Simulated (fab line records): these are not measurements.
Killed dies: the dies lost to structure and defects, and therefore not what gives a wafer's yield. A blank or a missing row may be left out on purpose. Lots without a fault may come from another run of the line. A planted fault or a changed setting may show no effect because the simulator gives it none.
Chamber matching || flow nand_harc || pecvd-04 running NHARC_A_M1_DEP_33: 3 sister chambers
The step deposits SiCN, target thk 30 nm. 6 wafers are shown with their chamber, then 8 later ones without.

EACH WAFER AND ITS CHAMBER
{"wafer": "L082.1", "chamber": 2, "heater_power_w (W)": 487}
{"wafer": "L082.4", "chamber": 1, "heater_power_w (W)": 478}
{"wafer": "L087.4", "chamber": 0, "heater_power_w (W)": 546}
{"wafer": "L087.5", "chamber": 1, "heater_power_w (W)": 545}
{"wafer": "L087.6", "chamber": 2, "heater_power_w (W)": 462}
{"wafer": "L088.1", "chamber": 0, "heater_power_w (W)": 650}

WAFERS WITH NO CHAMBER GIVEN
{"wafer": "L088.3", "heater_power_w (W)": 487}
{"wafer": "L088.4", "heater_power_w (W)": 657}
{"wafer": "L091.1", "heater_power_w (W)": 556}
{"wafer": "L091.2", "heater_power_w (W)": 509}
{"wafer": "L091.5", "heater_power_w (W)": 405}
{"wafer": "L094.1", "heater_power_w (W)": 656}
{"wafer": "L094.4", "heater_power_w (W)": 496}
{"wafer": "L094.6", "heater_power_w (W)": 658}

WHICH CHAMBER EACH WENT THROUGH
{"wafer": "L088.3", "from the rows above": "can't be placed: 2 or 1 or 0", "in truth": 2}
{"wafer": "L088.4", "from the rows above": "can't be placed: 0 or 1", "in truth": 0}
{"wafer": "L091.1", "from the rows above": "can't be placed: 0 or 1 or 2", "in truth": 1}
{"wafer": "L091.2", "from the rows above": "can't be placed: 1 or 2 or 0", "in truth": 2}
{"wafer": "L091.5", "from the rows above": "can't be placed: 2 or 1", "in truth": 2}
{"wafer": "L094.1", "from the rows above": "can't be placed: 0 or 1", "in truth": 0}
{"wafer": "L094.4", "from the rows above": "can't be placed: 1 or 2 or 0", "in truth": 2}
{"wafer": "L094.6", "from the rows above": "can't be placed: 0 or 1", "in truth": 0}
0 of 8 placed correctly. From these rows, 8 cannot be placed; in 8 the true chamber is one of the candidates. Wrongly placed: 0.
How it was worked out, from the rows above alone: a wafer's distance from a chamber is the root of the sum, over the readings, of the square of ((its reading less the chamber's mean) divided by the reading's scatter). If the next closest chamber is less than 2 further off than the closest, the wafer can't be placed; otherwise it belongs to the closest. Each chamber's mean is taken over the wafers shown for it. The scatter is the square root of a quotient: the sum, over the shown wafers, of each reading's squared deviation from its chamber's mean, divided by wafers minus chambers.
